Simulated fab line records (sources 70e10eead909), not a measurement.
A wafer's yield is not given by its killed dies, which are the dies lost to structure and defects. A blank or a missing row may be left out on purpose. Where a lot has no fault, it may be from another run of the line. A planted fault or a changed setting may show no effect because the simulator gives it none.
fab line records    flow nandHarc
record lots=24  wafers=72  lastDay=24
route steps=1159 shown A_CONTACT@958 A_BLC@981 A_M0@1007 A_M1@1036
lots that met no fault: from a run of the same line without faults
startH: hours from the record's opening day to when the first of the lot's shown wafers began    waitH: hours from the lot's prior step to this one    " unchanged from the row above    L1.1+2: a row that stands for several wafers    - value missing, or start not given    * or withheld: withheld    < > ~ a bound
route shown NAME@n: a module of which the file shows steps, and the number in the route of the first    usual: mean and standard deviation over wafers with no fault    same: alike in all rows    chamber/n: place in a boat    sites: the reading at each site    _std_site: the values' standard deviation    _edge_site: the outer-site mean with the inner-site mean subtracted    radiusMm: for every site, how far away it sits from the centre of the wafer    mask NAME#n: copy n    behind: tool/chamber where the wafer was last shaped    hold: what put the lot on hold/how long, in hours/how the hold closed    device: whichever transistor did not switch (one of n, p or np)    end of line: the same wafers' tests at the end of the route    a step with no rows: only its recipe    killed: the dies lost at the first sort to structure and to defects; this is not the yield of the wafer    map: shows each die of a wafer: x if killed, . if not, _ if none is there
set.NAME: the setting as run; set.NAME@STEP: as run at that earlier step    model.NAME: the simulator's own value behind a step, which no gauge read
one table for each step of the route and one row for each wafer, over a sample of lots
services: when a tool's chamber went out of use (startH, in hours from the record's first day, below 0 if earlier), for how many hours, and the reason
## steps
# step NHARC_A_CONTACT_ALD_18
# recipe targetThkA=30  pulseTimeS=1  aldCycles=150  tempC=450  material=TiN
# usual heaterPowerW=1094/92  precursorPulseHeightRel=0.999/0.021
lot.wafer  tool         chamber  startH  waitH  heaterPowerW  precursorPulseHeightRel
L076.4     aldMetal-03  2        383.03  -      989           1.005
L076.6     "            0        "       "      1322          0.993
L076.5     "            1        "       "      1014          1.037
L074.2     aldMetal-02  3        394.45  -      1147          1.024
L074.6     "            0        "       "      1072          0.969
L074.4     "            1        "       "      1030          1.002
L075.2     aldMetal-04  1        401.19  -      1084          1.051
L075.1     "            0        "       "      1081          0.999
L075.6     "            1        "       "      1071          1.008
L078.2     aldMetal-02  0        410.84  -      1056          1.015
L078.5     "            0        "       "      1075          0.991
L078.4     "            1        "       "      1017          1.031
L077.1     aldMetal-04  2        419.02  -      1033          0.994
L077.3     "            3        "       "      1156          0.965
L077.5     "            3        "       "      1183          1.035
L079.4     aldMetal-03  1        420.13  -      1006          1.001
L079.6     "            2        "       "      1000          0.995
L079.5     "            3        "       "      1047          1.003
L080.4     aldMetal-04  0        421.45  -      1141          0.996
L080.6     "            2        "       "      1017          0.976
L080.5     "            3        "       "      1184          1.008
L081.3     aldMetal-04  2        428.31  -      1048          1.009
L081.1     "            3        "       "      1171          0.985
L081.6     "            1        "       "      1064          1.031
L082.1     aldMetal-03  2        432.15  -      976           1.018
L082.2     "            3        "       "      1067          1.035
L082.4     "            0        "       "      1304          1.000
L084.3     aldMetal-03  0        444.48  -      1336          1.003
L084.1     "            2        "       "      1000          0.989
L084.2     "            3        "       "      1048          0.995
L083.1     aldMetal-04  0        447.70  -      1136          1.007
L083.3     "            2        "       "      1026          1.032
L083.2     "            3        "       "      1176          0.987
L087.1     aldMetal-03  3        454.90  -      1050          1.022
L087.2     "            1        "       "      1032          1.019
L087.6     "            3        "       "      1047          0.992
L086.4     aldMetal-02  0        458.32  -      1092          1.021
L086.3     "            1        "       "      1025          1.005
L086.5     "            2        "       "      1078          0.982
L085.2     aldMetal-04  2        464.47  -      1034          1.025
L085.1     "            0        "       "      1136          1.000
L085.5     "            1        "       "      1058          0.993
L090.1     aldMetal-03  2        469.08  -      1002          1.002
L090.6     "            0        "       "      1305          1.002
L090.5     "            1        "       "      1031          0.958
L089.1     aldMetal-04  3        475.31  -      1176          1.008
L089.4     "            2        "       "      1063          0.977
L089.5     "            0        "       "      1141          1.014
L088.1     aldMetal-02  2        487.39  -      1074          1.030
L088.6     "            3        "       "      1212          0.991
L088.5     "            0        "       "      1059          0.991
L092.1     aldMetal-04  3        488.58  -      1162          0.997
L092.3     "            2        "       "      1053          0.997
L092.5     "            3        "       "      1176          0.966
L091.4     aldMetal-02  2        497.41  -      1037          0.950
L091.1     "            0        "       "      1068          0.965
L091.5     "            1        "       "      1013          0.988
L094.4     aldMetal-04  0        501.84  -      1141          0.995
L094.2     "            3        "       "      1181          0.985
L094.5     "            0        "       "      1149          0.990
L093.2     aldMetal-02  3        502.94  -      1181          0.990
L093.3     "            1        "       "      994           0.992
L093.6     "            3        "       "      1199          0.972
L095.4     aldMetal-02  3        507.62  -      1181          1.044
L095.1     "            1        "       "      1055          1.021
L095.5     "            0        "       "      1069          1.012
L096.2     aldMetal-03  3        512.49  -      1051          0.978
L096.4     "            0        "       "      1324          1.003
L096.5     "            2        "       "      935           0.985
L097.1     aldMetal-03  2        517.80  -      926           0.991
L097.2     "            0        "       "      1311          1.034
L097.3     "            1        "       "      1033          1.015
# step NHARC_A_BLC_CD_MEAS_19
# usual cdNm=100.0/2.2
lot.wafer  tool      chamber  startH  waitH  cdNm
L076.4     cdSem-01  -        398.56  -      102.1
L076.5     "         -        "       "      98.9
L076.6     "         -        "       "      99.8
L074.2     cdSem-03  -        407.67  -      98.9
L074.4     "         -        "       "      96.6
L074.6     "         -        "       "      99.3
L075.1     cdSem-01  -        412.79  -      101.1
L075.2     "         -        "       "      96.4
L075.6     "         -        "       "      103.5
L078.2     cdSem-02  -        413.94  -      101.7
L078.4     "         -        "       "      101.2
L078.5     "         -        "       "      96.7
L077.1     cdSem-01  -        423.34  -      99.8
L077.3     "         -        "       "      100.9
L077.5     "         -        "       "      103.1
L079.4     cdSem-03  -        426.36  -      101.1
L079.5     "         -        "       "      101.5
L079.6     "         -        "       "      102.7
L080.4     cdSem-02  -        427.07  -      100.6
L080.5     "         -        "       "      103.0
L080.6     "         -        "       "      97.8
L081.1     cdSem-02  -        435.42  -      100.8
L081.3     "         -        "       "      98.2
L081.6     "         -        "       "      101.9
L082.1     cdSem-01  -        439.50  -      100.5
L082.2     "         -        "       "      101.1
L082.4     "         -        "       "      100.6
L084.1     cdSem-02  -        449.31  -      99.6
L084.2     "         -        "       "      99.3
L084.3     "         -        "       "      99.9
L083.1     cdSem-03  -        450.85  -      100.5
L083.2     "         -        "       "      97.5
L083.3     "         -        "       "      94.8
L087.1     cdSem-03  -        458.05  -      103.6
L087.2     "         -        "       "      101.3
L087.6     "         -        "       "      102.5
L086.3     cdSem-02  -        462.25  -      94.7
L086.4     "         -        "       "      98.9
L086.5     "         -        "       "      102.1
L085.1     cdSem-01  -        469.99  -      102.7
L085.2     "         -        "       "      96.9
L085.5     "         -        "       "      101.3
L090.1     cdSem-02  -        475.48  -      103.4
L090.5     "         -        "       "      102.0
L090.6     "         -        "       "      100.4
L089.1     cdSem-02  -        478.35  -      101.6
L089.4     "         -        "       "      98.8
L089.5     "         -        "       "      101.0
L088.1     cdSem-03  -        493.75  -      103.8
L088.5     "         -        "       "      103.9
L088.6     "         -        "       "      102.0
L092.1     cdSem-01  -        495.01  -      99.4
L092.3     "         -        "       "      100.3
L092.5     "         -        "       "      99.9
L091.1     cdSem-03  -        505.01  -      101.1
L091.4     "         -        "       "      99.5
L091.5     "         -        "       "      101.4
L094.2     cdSem-01  -        505.77  -      100.0
L094.4     "         -        "       "      101.9
L094.5     "         -        "       "      102.6
L093.2     cdSem-01  -        506.29  -      98.3
L093.3     "         -        "       "      96.7
L093.6     "         -        "       "      95.1
L095.1     cdSem-03  -        510.79  -      96.0
L095.4     "         -        "       "      98.7
L095.5     "         -        "       "      98.6
L096.2     cdSem-03  -        519.58  -      97.6
L096.4     "         -        "       "      97.7
L096.5     "         -        "       "      100.2
L097.1     cdSem-03  -        523.77  -      99.8
L097.2     "         -        "       "      101.6
L097.3     "         -        "       "      99.6
# step NHARC_A_M0_DESCUM_14
# recipe timeS=3  o2FlowSccm=200  arFlowSccm=0  biasPowerW=0  chemistry=O2
# usual chamberPressureMTorr=60.00/0.052  drypumpMotorCurrentA=5.6/0.65  o2FlowSccm=200.0/0.63  oesProductAu=1.001/0.011  rfVppV=58.0/0.81  showerheadPlenumPTorr=1.96/0.065  throttleValvePct=11.310/0.0093
lot.wafer  tool        chamber  startH  waitH  chamberPressureMTorr  drypumpMotorCurrentA  o2FlowSccm  oesProductAu  rfHoursCounterH  rfVppV  showerheadPlenumPTorr  throttleValvePct
L076.4     rieDiel-03  0        410.33  0.1    60.00                 4.9                   198.6       0.996         -                57.4    2.05                   11.314
L076.6     "           1        "       "      59.99                 5.4                   201.3       0.993         -                56.7    1.94                   11.322
L076.5     "           3        "       "      60.01                 5.2                   200.7       1.002         -                59.8    1.88                   11.312
L074.2     rieDiel-03  0        412.68  0.1    60.04                 4.9                   200.2       1.007         1                58.4    2.05                   11.288
L074.4     "           1        "       "      60.02                 5.5                   200.9       1.002         1                58.7    1.94                   11.313
L074.6     "           3        "       "      59.93                 5.3                   200.6       1.006         -                57.6    1.88                   11.308
L075.1     rieDiel-05  2        415.89  0.1    60.00                 4.7                   199.3       1.012         3                57.9    2.06                   11.308
L075.2     "           0        "       "      60.01                 6.1                   200.2       1.001         3                58.8    1.93                   11.293
L075.6     "           2        "       "      60.00                 4.6                   199.7       1.010         -                58.5    2.06                   11.316
L078.4     rieDiel-08  0        417.07  0.1    60.07                 6.4                   199.8       0.986         6                57.1    1.91                   11.300
L078.2     "           1        "       "      59.96                 5.0                   200.0       1.010         8                58.0    1.88                   11.316
L078.5     "           3        "       "      59.94                 5.8                   198.7       0.997         -                57.2    1.89                   11.310
L077.3     rieDiel-03  3        426.53  0.1    59.95                 5.2                   199.9       1.004         2                58.7    1.88                   11.294
L077.1     "           2        "       "      59.92                 5.7                   200.6       1.008         1                59.1    2.02                   11.308
L077.5     "           2        "       "      59.98                 5.7                   200.8       1.011         -                59.3    2.02                   11.295
L079.6     rieDiel-08  3        429.34  0.1    59.98                 5.8                   199.0       1.004         -                58.5    1.89                   11.310
L079.4     "           0        "       "      60.03                 6.4                   199.5       0.990         -                58.8    1.91                   11.307
L079.5     "           2        "       "      59.95                 5.6                   199.9       0.983         -                56.5    2.00                   11.317
L080.4     rieDiel-05  2        431.77  0.1    60.01                 4.7                   200.2       1.013         4                57.4    2.06                   11.315
L080.5     "           1        "       "      60.06                 6.7                   199.8       0.992         -                57.3    1.92                   11.297
L080.6     "           2        "       "      60.04                 4.7                   199.4       1.010         -                59.4    2.06                   11.315
L081.3     rieDiel-08  2        442.17  0.1    59.94                 5.6                   201.0       0.987         10               58.7    2.00                   11.292
L081.1     "           3        "       "      60.07                 5.8                   199.6       1.002         11               58.2    1.89                   11.300
L081.6     "           2        "       "      59.94                 5.6                   200.9       0.986         -                57.5    2.00                   11.322
L082.2     rieDiel-03  0        447.42  0.1    60.00                 4.9                   199.5       1.003         5                59.3    2.05                   11.325
L082.1     "           3        "       "      60.01                 5.3                   200.5       1.015         5                58.6    1.88                   11.308
L082.4     "           2        "       "      60.02                 5.7                   199.2       1.000         -                57.2    2.02                   11.317
L084.2     rieDiel-03  0        453.34  0.1    59.98                 4.9                   199.6       1.012         5                57.7    2.04                   11.317
L084.3     "           1        "       "      60.00                 5.5                   200.0       1.004         2                58.2    1.94                   11.314
L084.1     "           2        "       "      59.96                 5.7                   200.6       1.008         5                57.7    2.02                   11.302
L083.3     rieDiel-03  1        453.86  0.1    60.06                 5.4                   201.0       0.999         2                56.2    1.94                   11.311
L083.2     "           2        "       "      60.00                 5.7                   199.7       1.007         5                59.0    2.02                   11.313
L083.1     "           3        "       "      60.04                 5.2                   199.7       1.025         5                57.6    1.88                   11.312
L087.2     rieDiel-08  3        465.42  0.1    59.91                 5.8                   199.6       0.999         12               57.1    1.89                   11.322
L087.1     "           0        "       "      60.01                 6.4                   201.9       0.983         10               57.8    1.91                   11.308
L087.6     "           2        "       "      59.96                 5.6                   200.0       0.988         -                57.2    2.00                   11.303
L086.4     rieDiel-05  2        468.72  0.1    60.00                 4.6                   199.9       1.022         7                57.6    2.06                   11.307
L086.3     "           0        "       "      60.03                 6.1                   200.7       0.996         7                58.2    1.93                   11.299
L086.5     "           2        "       "      60.02                 4.7                   199.4       1.013         -                58.5    2.06                   11.305
L085.2     rieDiel-08  0        475.30  0.1    59.99                 6.4                   200.9       0.993         11               57.0    1.91                   11.298
L085.1     "           1        "       "      59.99                 5.0                   200.2       1.003         11               57.6    1.88                   11.316
L085.5     "           0        "       "      60.14                 6.4                   200.0       0.999         -                57.9    1.91                   11.318
L090.1     rieDiel-05  2        479.11  0.1    60.00                 4.6                   200.3       1.019         8                58.1    2.06                   11.313
L090.6     "           0        "       "      60.06                 6.1                   200.0       0.985         -                57.2    1.93                   11.285
L090.5     "           1        "       "      60.14                 6.7                   198.4       0.981         -                58.8    1.92                   11.324
L089.1     rieDiel-03  0        481.79  0.1    60.08                 4.9                   200.1       1.002         8                58.1    2.04                   11.307
L089.4     "           3        "       "      59.98                 5.2                   199.5       1.013         8                57.8    1.88                   11.316
L089.5     "           0        "       "      59.97                 4.8                   200.3       1.004         -                58.5    2.04                   11.328
L088.1     rieDiel-05  0        503.41  0.1    60.04                 6.1                   200.0       0.984         9                57.8    1.93                   11.319
L088.5     "           2        "       "      59.93                 4.6                   199.7       1.009         -                57.7    2.06                   11.308
L088.6     "           3        "       "      60.06                 6.5                   199.4       0.992         -                59.6    1.91                   11.306
L092.1     rieDiel-05  3        503.67  0.1    59.96                 6.5                   199.9       0.994         8                56.5    1.91                   11.308
L092.3     "           0        "       "      60.04                 6.1                   199.8       0.989         9                57.2    1.93                   11.290
L092.5     "           2        "       "      59.91                 4.7                   200.6       1.012         -                58.7    2.06                   11.316
L091.1     rieDiel-03  0        508.23  0.1    59.93                 4.8                   200.5       1.008         10               57.4    2.04                   11.314
L091.4     "           3        "       "      59.93                 5.2                   199.8       1.020         10               58.1    1.88                   11.315
L091.5     "           1        "       "      60.01                 5.4                   199.6       0.999         -                59.0    1.94                   11.324
L094.4     rieDiel-05  3        509.00  0.1    59.95                 6.5                   200.6       0.989         9                57.5    1.91                   11.309
L094.2     "           1        "       "      60.01                 6.7                   200.7       0.988         10               57.7    1.92                   11.328
L094.5     "           3        "       "      60.01                 6.5                   200.1       0.989         -                57.8    1.91                   11.319
L093.2     rieDiel-05  2        509.37  0.1    60.01                 4.7                   198.9       1.023         10               57.4    2.06                   11.304
L093.3     "           0        "       "      60.04                 6.1                   199.9       1.001         10               59.0    1.93                   11.316
L093.6     "           3        "       "      60.07                 6.5                   199.5       1.002         -                57.0    1.91                   11.315
L095.4     rieDiel-08  0        513.77  0.1    60.08                 6.3                   200.1       0.998         2                57.3    1.91                   11.309
L095.1     "           2        "       "      60.05                 5.6                   199.7       0.998         2                58.3    1.99                   11.316
L095.5     "           0        "       "      60.01                 6.3                   200.0       0.993         -                57.2    1.91                   11.311
L096.4     rieDiel-03  1        526.42  0.1    59.95                 5.5                   200.3       1.001         7                57.7    1.93                   11.311
L096.2     "           0        "       "      59.99                 4.9                   200.2       1.001         11               58.6    2.04                   11.313
L096.5     "           2        "       "      60.08                 5.7                   199.0       1.000         -                58.9    2.02                   11.310
L097.2     rieDiel-03  2        530.85  0.1    60.02                 5.7                   200.0       0.994         10               57.8    2.02                   11.314
L097.1     "           3        "       "      60.06                 5.2                   199.5       1.013         11               57.8    1.88                   11.301
L097.3     "           1        "       "      60.05                 5.4                   199.6       1.000         8                58.2    1.93                   11.309
# step NHARC_A_M0_ETCH_15
# recipe targetDepthA=1500  overetchA=150  timeS=82.5  c4f8FlowSccm=withheld  arFlowSccm=400  rfW=600  biasW=300  chemistry=C4F8/Ar
# usual chamberPressureMTorr=24.999/0.022  oesProductAu=0.945/0.027  rfVppV=442.1/2.1
lot.wafer  tool        chamber  startH  waitH  chamberPressureMTorr  oesProductAu  rfHoursCounterH  rfVppV
L076.4     rieDiel-03  2        -       -      25.027                1.009         0                444.6
L076.6     "           3        "       "      25.007                0.970         -                439.9
L076.5     "           0        "       "      25.031                0.966         -                443.9
L074.2     rieDiel-05  0        -       -      24.970                1.000         3                441.2
L074.4     "           1        "       "      24.997                1.006         3                440.6
L074.6     "           3        "       "      25.009                0.998         -                440.8
L075.1     rieDiel-05  0        -       -      24.988                0.982         3                440.7
L075.2     "           1        "       "      24.995                0.958         3                442.1
L075.6     "           3        "       "      25.013                0.983         -                442.6
L078.4     rieDiel-08  2        -       -      25.003                0.912         7                442.4
L078.2     "           3        "       "      24.970                0.918         8                442.6
L078.5     "           2        "       "      25.001                0.922         -                443.2
L077.3     rieDiel-03  3        -       -      24.967                0.938         2                439.5
L077.1     "           0        "       "      25.021                0.930         2                444.6
L077.5     "           0        "       "      24.961                0.938         -                446.9
L079.5     rieDiel-08  2        -       -      24.980                0.914         -                444.1
L079.6     "           3        "       "      24.990                0.923         -                438.8
L079.4     "           0        "       "      25.006                0.905         -                441.9
L080.4     rieDiel-05  0        -       -      25.021                0.936         4                440.4
L080.6     "           2        "       "      25.015                0.956         -                445.1
L080.5     "           3        "       "      24.969                0.933         -                440.2
L081.3     rieDiel-08  3        -       -      25.000                0.959         11               440.5
L081.1     "           2        "       "      25.011                0.952         10               444.0
L081.6     "           3        "       "      24.990                0.962         -                440.2
L082.2     rieDiel-03  3        -       -      25.005                0.977         5                437.4
L082.1     "           0        "       "      24.971                0.982         5                444.6
L082.4     "           3        "       "      25.018                0.975         -                440.1
L084.1     rieDiel-03  1        -       -      25.000                0.966         2                441.4
L084.3     "           2        "       "      24.980                0.973         5                443.9
L084.2     "           0        "       "      24.981                0.975         5                445.3
L083.3     rieDiel-03  1        -       -      24.977                0.952         2                441.5
L083.2     "           2        "       "      24.978                0.966         5                445.7
L083.1     "           0        "       "      25.009                0.974         5                444.2
L087.1     rieDiel-08  0        -       -      25.011                0.961         10               440.6
L087.2     "           1        "       "      24.946                0.957         10               440.4
L087.6     "           3        "       "      25.017                0.968         -                440.9
L086.4     rieDiel-05  1        -       -      24.992                0.907         7                441.1
L086.3     "           2        "       "      25.023                0.931         7                445.2
L086.5     "           1        "       "      25.026                0.911         -                440.3
L085.1     rieDiel-08  2        -       -      24.961                0.900         12               444.3
L085.2     "           3        "       "      24.996                0.917         14               439.3
L085.5     "           2        "       "      24.960                0.902         -                445.6
L090.1     rieDiel-05  0        -       -      25.024                0.921         8                441.0
L090.6     "           2        "       "      25.012                0.940         -                445.8
L090.5     "           3        "       "      24.967                0.922         -                440.5
L089.4     rieDiel-03  0        -       -      25.017                0.933         8                444.7
L089.1     "           1        "       "      25.000                0.927         5                441.1
L089.5     "           0        "       "      25.041                0.924         -                443.7
L088.1     rieDiel-05  1        -       -      25.014                0.905         10               442.0
L088.5     "           2        "       "      24.988                0.938         -                445.5
L088.6     "           3        "       "      25.029                0.918         -                441.4
L092.1     rieDiel-05  2        -       -      24.950                0.934         9                447.1
L092.3     "           0        "       "      25.000                0.924         9                441.3
L092.5     "           2        "       "      24.997                0.925         -                444.6
L091.4     rieDiel-03  2        -       -      24.979                0.976         9                443.3
L091.1     "           3        "       "      24.978                0.989         10               440.8
L091.5     "           3        "       "      24.989                0.984         -                439.3
L094.2     rieDiel-05  1        -       -      24.978                0.913         10               439.6
L094.4     "           3        "       "      24.988                0.916         9                439.9
L094.5     "           1        "       "      25.041                0.901         -                440.3
L093.3     rieDiel-05  0        -       -      24.975                0.917         10               441.0
L093.2     "           2        "       "      24.956                0.934         10               445.5
L093.6     "           0        "       "      25.005                0.912         -                441.1
L095.4     rieDiel-08  0        -       -      24.990                0.943         2                440.5
L095.1     "           2        "       "      25.006                0.946         2                443.2
L095.5     "           3        "       "      24.991                0.970         -                440.5
L096.4     rieDiel-03  1        -       -      24.976                0.943         7                441.1
L096.2     "           2        "       "      24.995                0.928         10               443.1
L096.5     "           2        "       "      25.013                0.923         -                443.9
L097.2     rieDiel-03  3        -       -      25.016                0.948         11               439.6
L097.3     "           0        "       "      25.000                0.928         11               443.6
L097.1     "           1        "       "      25.003                0.969         8                443.1
# step NHARC_A_M1_CD_MEAS_09
# recipe targetCdNm=120  landingEnergyEv=500
# usual cdNm=119.7/0.63
lot.wafer  tool      chamber  startH  waitH  cdNm
L076.4     cdSem-02  0        414.90  -      119.4
L076.5     "         0        "       "      119.3
L076.6     "         0        "       "      119.9
L074.2     cdSem-01  0        416.70  -      119.5
L074.4     "         0        "       "      119.3
L074.6     "         0        "       "      119.2
L075.1     cdSem-01  0        419.93  -      119.2
L075.2     "         0        "       "      119.5
L075.6     "         0        "       "      120.2
L078.2     cdSem-03  0        422.06  -      120.0
L078.4     "         0        "       "      121.2
L078.5     "         0        "       "      120.5
L077.1     cdSem-01  0        430.44  -      120.5
L077.3     "         0        "       "      120.6
L077.5     "         0        "       "      119.2
L079.4     cdSem-02  0        433.29  -      118.5
L079.5     "         0        "       "      119.0
L079.6     "         0        "       "      120.7
L080.4     cdSem-02  0        435.68  -      119.8
L080.5     "         0        "       "      119.5
L080.6     "         0        "       "      119.7
L081.1     cdSem-02  0        446.11  -      119.7
L081.3     "         0        "       "      119.6
L081.6     "         0        "       "      119.6
L082.1     cdSem-02  0        451.81  -      118.3
L082.2     "         0        "       "      119.4
L082.4     "         0        "       "      119.6
L084.1     cdSem-03  0        457.23  -      119.4
L084.2     "         0        "       "      119.2
L084.3     "         0        "       "      119.8
L083.1     cdSem-01  0        458.01  -      118.9
L083.2     "         0        "       "      119.5
L083.3     "         0        "       "      119.8
L087.1     cdSem-03  0        469.28  -      119.5
L087.2     "         0        "       "      119.9
L087.6     "         0        "       "      120.0
L086.3     cdSem-02  0        472.74  -      120.0
L086.4     "         0        "       "      119.6
L086.5     "         0        "       "      119.7
L085.1     cdSem-01  0        479.64  -      119.8
L085.2     "         0        "       "      120.5
L085.5     "         0        "       "      119.7
L090.1     cdSem-01  0        483.07  -      120.2
L090.5     "         0        "       "      119.5
L090.6     "         0        "       "      119.6
L089.1     cdSem-03  0        486.04  -      120.2
L089.4     "         0        "       "      119.1
L089.5     "         0        "       "      119.2
L088.1     cdSem-03  0        507.42  -      119.4
L088.5     "         0        "       "      119.7
L088.6     "         0        "       "      118.0
L092.1     cdSem-02  0        507.73  -      120.5
L092.3     "         0        "       "      120.0
L092.5     "         0        "       "      119.8
L091.1     cdSem-01  0        512.30  -      120.0
L091.4     "         0        "       "      120.4
L091.5     "         0        "       "      119.9
L094.2     cdSem-03  0        512.97  -      119.7
L094.4     "         0        "       "      119.2
L094.5     "         0        "       "      119.3
L093.2     cdSem-02  0        513.40  -      119.7
L093.3     "         0        "       "      119.4
L093.6     "         0        "       "      120.2
L095.1     cdSem-02  0        517.99  -      119.0
L095.4     "         0        "       "      120.7
L095.5     "         0        "       "      119.6
L096.2     cdSem-01  0        530.34  -      119.7
L096.4     "         0        "       "      119.9
L096.5     "         0        "       "      120.6
L097.1     cdSem-01  0        536.07  -      120.8
L097.2     "         0        "       "      118.7
L097.3     "         0        "       "      119.7
# step NHARC_A_M1_PVD_20
# recipe targetThkA=50  biasV=168.6  powerW=15000  chamberPressurePa=0.12  timeS=8.06  substrateTempC=50  material=TaN
# usual throttleValvePct=29.9/0.62
lot.wafer  tool           chamber  startH  waitH  throttleValvePct
L076.4     pvdSputter-01  -        -       -      29.9
L076.6     "              -        "       "      30.0
L076.5     "              -        "       "      30.2
L074.2     pvdSputter-01  -        -       -      30.0
L074.4     "              -        "       "      30.3
L074.6     "              -        "       "      29.9
L075.1     pvdSputter-02  -        -       -      30.5
L075.2     "              -        "       "      30.2
L075.6     "              -        "       "      30.4
L078.2     pvdSputter-01  -        -       -      30.2
L078.4     "              -        "       "      30.1
L078.5     "              -        "       "      29.9
L077.1     pvdSputter-01  -        -       -      30.1
L077.3     "              -        "       "      30.2
L077.5     "              -        "       "      29.8
L079.4     pvdSputter-03  -        -       -      29.2
L079.6     "              -        "       "      29.3
L079.5     "              -        "       "      30.8
L080.4     pvdSputter-01  -        -       -      29.9
L080.6     "              -        "       "      30.1
L080.5     "              -        "       "      29.9
L081.3     pvdSputter-01  -        -       -      30.2
L081.1     "              -        "       "      30.1
L081.6     "              -        "       "      30.1
L082.2     pvdSputter-01  -        -       -      30.0
L082.4     "              -        "       "      29.9
L082.1     "              -        "       "      30.1
L084.1     pvdSputter-02  -        -       -      30.2
L084.3     "              -        "       "      30.6
L084.2     "              -        "       "      30.5
L083.2     pvdSputter-02  -        -       -      30.0
L083.1     "              -        "       "      30.3
L083.3     "              -        "       "      30.2
L087.2     pvdSputter-01  -        -       -      29.9
L087.1     "              -        "       "      30.2
L087.6     "              -        "       "      30.0
L086.4     pvdSputter-02  -        -       -      30.6
L086.3     "              -        "       "      30.2
L086.5     "              -        "       "      30.1
L085.2     pvdSputter-03  -        -       -      28.3
L085.1     "              -        "       "      29.1
L085.5     "              -        "       "      30.4
L090.1     pvdSputter-02  -        -       -      30.6
L090.5     "              -        "       "      30.0
L090.6     "              -        "       "      30.1
L089.1     pvdSputter-02  -        -       -      30.0
L089.4     "              -        "       "      30.3
L089.5     "              -        "       "      30.3
L088.1     pvdSputter-01  -        -       -      29.9
L088.5     "              -        "       "      30.1
L088.6     "              -        "       "      30.0
L092.1     pvdSputter-03  -        -       -      30.5
L092.3     "              -        "       "      29.2
L092.5     "              -        "       "      28.9
L091.1     pvdSputter-03  -        -       -      30.8
L091.4     "              -        "       "      29.2
L091.5     "              -        "       "      28.2
L094.2     pvdSputter-03  -        -       -      29.3
L094.4     "              -        "       "      29.4
L094.5     "              -        "       "      28.4
L093.2     pvdSputter-03  -        -       -      29.2
L093.3     "              -        "       "      29.2
L093.6     "              -        "       "      29.3
L095.4     pvdSputter-03  -        -       -      30.4
L095.1     "              -        "       "      29.1
L095.5     "              -        "       "      28.7
L096.2     pvdSputter-01  -        -       -      30.0
L096.4     "              -        "       "      30.9
L096.5     "              -        "       "      30.4
L097.2     pvdSputter-03  -        -       -      30.7
L097.1     "              -        "       "      29.1
L097.3     "              -        "       "      28.6
## services
tool           chamber  startH  hours  kind
rieDiel-03     2        359.51  8.3    repair
aldMetal-02    -        364.03  10.0   pm
rieDiel-05     1        372.96  1.4    repair
aldMetal-03    3        375.29  4.3    repair
rieDiel-05     3        388.64  10.4   repair
rieDiel-03     -        392.30  9.0    pm
aldMetal-02    2        393.04  28.9   repair
aldMetal-02    -        404.46  0.5    repair
aldMetal-04    -        406.00  10.0   pm
rieDiel-03     2        406.08  4.3    repair
aldMetal-04    1        416.52  6.7    repair
rieDiel-03     1        426.45  22.9   repair
rieDiel-08     1        428.03  9.2    repair
rieDiel-05     3        429.00  2.4    repair
aldMetal-04    3        448.93  19.9   repair
pvdSputter-03  -        458.00  10.0   pm
aldMetal-02    1        463.48  24.4   repair
pvdSputter-01  -        475.46  8.3    repair
rieDiel-08     -        478.82  9.0    pm
rieDiel-03     1        483.32  6.7    repair
aldMetal-03    -        500.00  10.0   pm
pvdSputter-01  -        514.00  10.0   pm
rieDiel-08     1        518.18  2.1    repair
rieDiel-05     -        523.94  9.0    pm
## key
fault none
